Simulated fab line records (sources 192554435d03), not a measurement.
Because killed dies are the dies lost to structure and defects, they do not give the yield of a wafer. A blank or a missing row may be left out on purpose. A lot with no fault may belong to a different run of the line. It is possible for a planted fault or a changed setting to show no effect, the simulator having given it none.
fab line records | flow n5_finfet
[record] lots = 12 wafers = 36 last_day = 19
route steps=1938 shown BEOL_M9@1457 PASSIVATION@1936
lots that met no fault: taken from a fault-free run of the same line
start_h: hours from the record's opening day to when the first of the lot's shown wafers began | wait_h: hours since the lot's step before | " as in the row above | L1.1+2: one row covering several wafers at once | - no value, or no start given | * or withheld: withheld | < > ~ a bound
route shown NAME@n: a module of which the file shows steps, and the number in the route of the first | usual: mean/standard deviation of fault-free wafers | same: alike in all rows | chamber/n: place in a boat | sites: each site's reading | _std_site: standard deviation across them | _edge_site: outer sites' mean less inner sites' | radius_mm: for every site, how far away it sits from the centre of the wafer | mask NAME#n: copy n | behind: the most recent tool/chamber to have shaped the wafer | hold: why the lot was held/for how many hours/how that ended | device: names the non-switching transistor (n, p or np) | end of line: tests run on the same wafers once the route is complete | a step with no rows: only its recipe | killed: at the first sort, the dies lost to defects and structure; wafer yield is something else | map: a wafer's dies, x killed, . not, _ none there
set.NAME: the setting the step ran with; set.NAME@STEP: the setting that earlier step ran with | model.NAME: the simulator's own value behind a step, which no gauge read
a sample of lots followed through the steps of the route, with each step as a table and each wafer as a row
services: a tool's chamber out of use, with start hour (start_h, from the record's first day; less than 0 if before it), hours out, and reason
[[steps]]
[step N5_BEOL_M9_PRE_CLEAN_45]
[recipe] gas = H2/He time_s = 30 temp_c = 250
[usual] heater_power_w = 318/36
[same] time_s = 30
// columns lot.wafer tool chamber start_h wait_h heater_power_w
L333.1 pvd_sputter-03 - 257.10 0.0 340
L333.3 " - " " 306
L333.5 " - " " 304
L335.2 pvd_sputter-01 - 257.59 0.0 297
L335.3 " - " " 342
L335.5 " - " " 300
L334.1 pvd_sputter-02 - 260.55 0.0 348
L334.3 " - " " 295
L334.6 " - " " 260
L336.2 pvd_sputter-01 - 263.43 0.0 263
L336.4 " - " " 389
L336.6 " - " " 389
L340.2 pvd_sputter-02 - 285.13 0.0 349
L340.4 " - " " 295
L340.6 " - " " 360
L339.1 pvd_sputter-02 - 290.63 0.0 311
L339.3 " - " " 269
L339.4 " - " " 294
L341.1 pvd_sputter-01 - 293.70 0.0 352
L341.4 " - " " 301
L341.6 " - " " 389
L342.1 pvd_sputter-01 - 302.94 0.0 362
L342.2 " - " " 390
L342.5 " - " " 295
L343.2 pvd_sputter-03 - 315.74 0.0 301
L343.4 " - " " 304
L343.5 " - " " 320
L353.3 pvd_sputter-01 - 371.65 0.0 384
L353.4 " - " " 358
L353.5 " - " " 311
L355.1 pvd_sputter-01 - 372.56 0.0 260
L355.3 " - " " 379
L355.4 " - " " 362
L356.1 pvd_sputter-03 - 391.29 0.0 337
L356.3 " - " " 302
L356.6 " - " " 296
[step N5_BEOL_M9_SPUTTER_48]
[recipe] material = Cu target_thk_a = 120 temp_c = -20 bias_v = 60 power_w = 26000 chamber_pressure_pa = 0.13 time_s = 2
[usual] chuck_sensor_temp_C = -16.0/0.51 throttle_valve_pct = 30.1/1.5
[same] time_s = 2
// columns lot.wafer tool chamber start_h wait_h chuck_sensor_temp_C throttle_valve_pct
L333.1 pvd_sputter-03 - 257.74 0.1 -16.5 28.3
L333.3 " - " " -16.2 30.0
L333.5 " - " " -16.5 28.1
L335.2 pvd_sputter-01 - 258.20 0.1 -16.5 33.2
L335.3 " - " " -16.5 30.5
L335.5 " - " " -15.1 29.4
L334.1 pvd_sputter-01 - 261.49 0.1 -16.4 33.1
L334.3 " - " " -15.2 31.4
L334.6 " - " " -14.9 29.5
L336.2 pvd_sputter-03 - 265.81 0.1 -16.1 29.9
L336.4 " - " " -16.6 28.5
L336.6 " - " " -16.6 28.0
L340.2 pvd_sputter-02 - 286.25 0.2 -15.3 30.4
L340.4 " - " " -16.1 29.8
L340.6 " - " " -16.2 30.1
L339.1 pvd_sputter-03 - 291.15 0.1 -16.5 30.6
L339.3 " - " " -16.3 29.8
L339.4 " - " " -16.8 28.2
L341.1 pvd_sputter-01 - 294.30 0.1 -15.2 29.4
L341.4 " - " " -16.6 33.4
L341.6 " - " " -15.2 29.2
L342.1 pvd_sputter-01 - 303.56 0.1 -15.6 31.4
L342.2 " - " " -16.2 30.7
L342.5 " - " " -15.0 29.5
L343.2 pvd_sputter-03 - 316.28 0.1 -16.7 28.0
L343.4 " - " " -16.5 28.4
L343.5 " - " " -16.6 28.1
L353.3 pvd_sputter-01 - 372.44 0.1 -16.5 30.4
L353.4 " - " " -15.6 31.5
L353.5 " - " " -15.1 29.1
L355.1 pvd_sputter-02 - 373.18 0.1 -16.1 29.8
L355.3 " - " " -15.8 31.1
L355.4 " - " " -15.7 27.9
L356.1 pvd_sputter-01 - 392.13 0.2 -15.3 29.1
L356.3 " - " " -16.5 33.5
L356.6 " - " " -16.5 33.3
[step N5_BEOL_M9_ECD_50]
[recipe] material = Cu target_thk_a = 3180
// columns lot.wafer tool chamber start_h wait_h
L333.1+3+5 ecd_cu-01 0,1,1 257.86 0.1
L335.2+3+5 ecd_cu-02 0,1,0 258.32 0.1
L334.1+3+6 ecd_cu-02 0,1,0 261.62 0.1
L336.2+4+6 ecd_cu-02 0 265.94 0.1
L340.2+4+6 ecd_cu-02 1,0,1 286.37 0.1
L339.1+3+4 ecd_cu-02 0,1,0 291.27 0.1
L341.1+4+6 ecd_cu-01 1,0,0 294.42 0.1
L342.1+2+5 ecd_cu-01 0,1,1 303.68 0.1
L343.2+4+5 ecd_cu-01 0,0,1 316.39 0.1
L353.3+4+5 ecd_cu-02 1,0,0 372.60 0.1
L355.1+3+4 ecd_cu-02 0,1,0 373.30 0.1
L356.1+3+6 ecd_cu-02 1 392.24 0.1
[step N5_BEOL_M9_CMP_52]
[recipe] stop_on = SiCOH_lowk t_overpolish_s = 7 down_force_psi = 1 platen_rpm = 50 clearing_platen_down_force_psi = 1.5 clearing_platen_rpm = 50 post_cmp_clean = cu_alkaline target_thk_nm = 140 clearing_platen_pad_velocity_m_s = 0.99484 pad_velocity_m_s = 0.99484
[usual] motor_current_A = 5.9/0.54 time_to_endpoint_s = 64/3.4
// columns lot.wafer tool chamber start_h wait_h motor_current_A time_to_endpoint_s
L333.3 cmp-03 3 258.44 0.2 5.7 70
L333.1 " 1 " " 5.4 62
L333.5 " 3 " " 5.7 68
L335.2 cmp-02 1 258.76 0.2 6.2 67
L335.3 " 3 " " 5.5 64
L335.5 " 1 " " 6.0 69
L334.1 cmp-01 0 262.04 0.3 6.0 61
L334.3 " 2 " " 6.0 58
L334.6 " 0 " " 6.4 62
L336.2 cmp-01 2 266.35 0.2 6.6 58
L336.4 " 1 " " 6.0 64
L336.6 " 3 " " 5.4 59
L340.2 cmp-01 1 286.77 0.2 5.7 68
L340.4 " 3 " " 5.3 61
L340.6 " 1 " " 5.8 66
L339.4 cmp-03 1 291.72 0.1 5.5 59
L339.1 " 2 " " 6.5 58
L339.3 " 3 " " 5.6 63
L341.1 cmp-03 0 294.82 0.3 5.2 63
L341.4 " 3 " " 5.9 69
L341.6 " 1 " " 5.2 61
L342.1 cmp-02 1 304.30 0.3 6.2 65
L342.2 " 2 " " 6.6 67
L342.5 " 3 " " 5.5 64
L343.2 cmp-03 2 316.84 0.2 6.5 41
L343.4 " 3 " " 5.9 46
L343.5 " 1 " " 5.5 62
L353.3 cmp-03 0 373.32 0.2 5.2 64
L353.4 " 2 " " 6.6 64
L353.5 " 0 " " 5.2 62
L355.1 cmp-01 3 373.87 0.3 5.4 68
L355.4 " 0 " " 6.5 66
L355.3 " 1 " " 6.1 71
L356.1 cmp-01 3 392.74 0.3 5.4 61
L356.3 " 0 " " 6.0 63
L356.6 " 0 " " 5.8 63
[step N5_BEOL_M9_THK_MEAS_53]
[recipe] thk_meas_gauge = xrf reads = Cu_of_BEOL_M9_ECD_50
[usual] M9_THK = 139/3.7
// columns lot.wafer tool chamber start_h wait_h M9_THK[nm]
L333.1 film_metro-02 - 258.70 - 138
L333.3 " - " " 137
L333.5 " - " " 133
L335.2 film_metro-02 - 259.02 - 137
L335.3 " - " " 140
L335.5 " - " " 140
L334.1 film_metro-02 - 262.34 - 138
L334.3 " - " " 140
L334.6 " - " " 140
L336.2 film_metro-02 - 266.64 - 139
L336.4 " - " " 136
L336.6 " - " " 143
L340.2 film_metro-02 - 287.07 - 139
L340.4 " - " " 146
L340.6 " - " " 147
L339.1 film_metro-01 - 292.02 - 144
L339.3 " - " " 142
L339.4 " - " " 143
L341.1 film_metro-02 - 295.12 - 145
L341.4 " - " " 135
L341.6 " - " " 141
L342.1 film_metro-01 - 304.52 - 146
L342.2 " - " " 136
L342.5 " - " " 139
L343.2 film_metro-02 - 317.09 - 134
L343.4 " - " " 138
L343.5 " - " " 143
L353.3 film_metro-02 - 373.61 - 137
L353.4 " - " " 140
L353.5 " - " " 138
L355.1 film_metro-02 - 374.16 - 140
L355.3 " - " " 142
L355.4 " - " " 145
L356.1 film_metro-02 - 393.03 - 140
L356.3 " - " " 141
L356.6 " - " " 142
[step N5_PASSIVATION_PROBE_49]
[usual] defect_limited_yield = 91.0/1.4 killed_at_M0_to_M3 = 33/11 killed_at_M4_up = 14/5 killed_at_contacts = 11/7.3 killed_at_front_end = 43/12 killed_at_other = 4/3.1 killed_dies = 106/17 killed_open = 69/13 killed_short = 34/8.7 sort_bin_5_function = 5.2/0.96 sort_bin_6_memory = 3.3/0.66 sort_bin_8_speed = 0.00/0.012 sort_n_pass = 1074/17 sort_yield_pct = 91.0/1.4
[same] gross_dies = 1180 killed_at_back_side = 0 sort_bin_4_leakage[%] = 0
// columns lot.wafer tool chamber start_h wait_h defect_limited_yield[%] killed_at_M0_to_M3 killed_at_M4_up killed_at_contacts killed_at_front_end killed_at_other killed_dies killed_open killed_short sort_bin_5_function[%] sort_bin_6_memory[%] sort_bin_8_speed[%] sort_n_pass sort_yield_pct[%]
L339.1 prober-01 - 349.13 0.0 90.5 37 25 12 32 6 112 81 31 5.8 3.6 0 1068 90.5
L339.3 prober-01 - 349.23 0.1 92.9 33 14 1 29 7 84 50 30 4.9 1.8 0 1096 92.9
L339.4 prober-01 - 349.28 0.2 90.2 49 13 9 42 3 116 64 50 5.8 3.3 0 1064 90.2
// killed by level:class
L339.1 BEOL_M4:geometric_particle:open=12 MOL_CONTACT_COAG:geometric_particle:open=11 BEOL_M3:geometric_particle:open=11 BEOL_M2:geometric_particle:open=9 STI_FIN_REVEAL:geometric_particle:open=8 BEOL_M0_SAQP:geometric_particle:short=7 FIN_SAQP:geometric_particle:open=6 FIN_SAQP:geometric_particle:short=6
L339.3 BEOL_M3:geometric_particle:open=8 BEOL_M1:geometric_particle:open=7 FIN_SAQP:geometric_particle:short=6 STI_FIN_REVEAL:geometric_particle:open=6 BEOL_M2:geometric_particle:open=5 FIN_SAQP:geometric_particle:open=4 BEOL_M0_SAQP:geometric_particle:short=4 BEOL_M3:geometric_particle:short=4
L339.4 BEOL_M0_SAQP:geometric_particle:open=12 BEOL_M1:geometric_particle:open=10 FIN_SAQP:geometric_particle:short=9 BEOL_M0_SAQP:geometric_particle:short=8 GATE_CUT:geometric_particle:open=7 GATE_CUT:geometric_particle:short=6 MOL_CONTACT_COAG:geometric_particle:open=6 BEOL_M2:geometric_particle:open=6
[[services]]
// columns tool chamber start_h hours kind
cmp-02 - 253.81 1.8 repair
cmp-02 - 276.03 0.5 repair
cmp-02 - 277.21 8.7 pm
cmp-03 - 303.28 0.5 repair
cmp-01 - 327.24 4.1 pm
cmp-01 - 331.60 2.1 repair
cmp-03 - 335.78 5.1 pm
cmp-01 - 342.81 4.0 pm
cmp-01 - 346.81 - consumable_replace:conditioner
cmp-01 - 346.81 - consumable_replace:pad
cmp-01 - 346.81 7.1 pm
pvd_sputter-03 - 353.36 1.1 repair
pvd_sputter-03 - 355.01 3.2 repair
cmp-02 - 374.01 0.6 repair
ecd_cu-02 - 378.19 6.2 repair
ecd_cu-01 - 388.91 4.2 repair
[[key]]
[first_sign] step = N5_BEOL_M9_CMP_52 reading = time_to_endpoint_s direction = down sigmas = 6.2 usual = * struck = *
effect none on later readings
met_at N5_BEOL_M9_ECD_50
struck_lots L343
struck_wafers L343.2,L343.4
not_acting_at N5_BEOL_M9_PRE_CLEAN_45,N5_BEOL_M9_SPUTTER_48,N5_BEOL_M9_THK_MEAS_53
onset_between 303.68 316.39
[fault] kind = process_parameter_drift tool = ecd_cu-01 chamber = - onset_h = 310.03 steps = N5_BEOL_M9_ECD_50 channel = target_thk_a offset = * shape = step end_h = 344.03 scope = struck_wafers_only acts_in = * stated = *
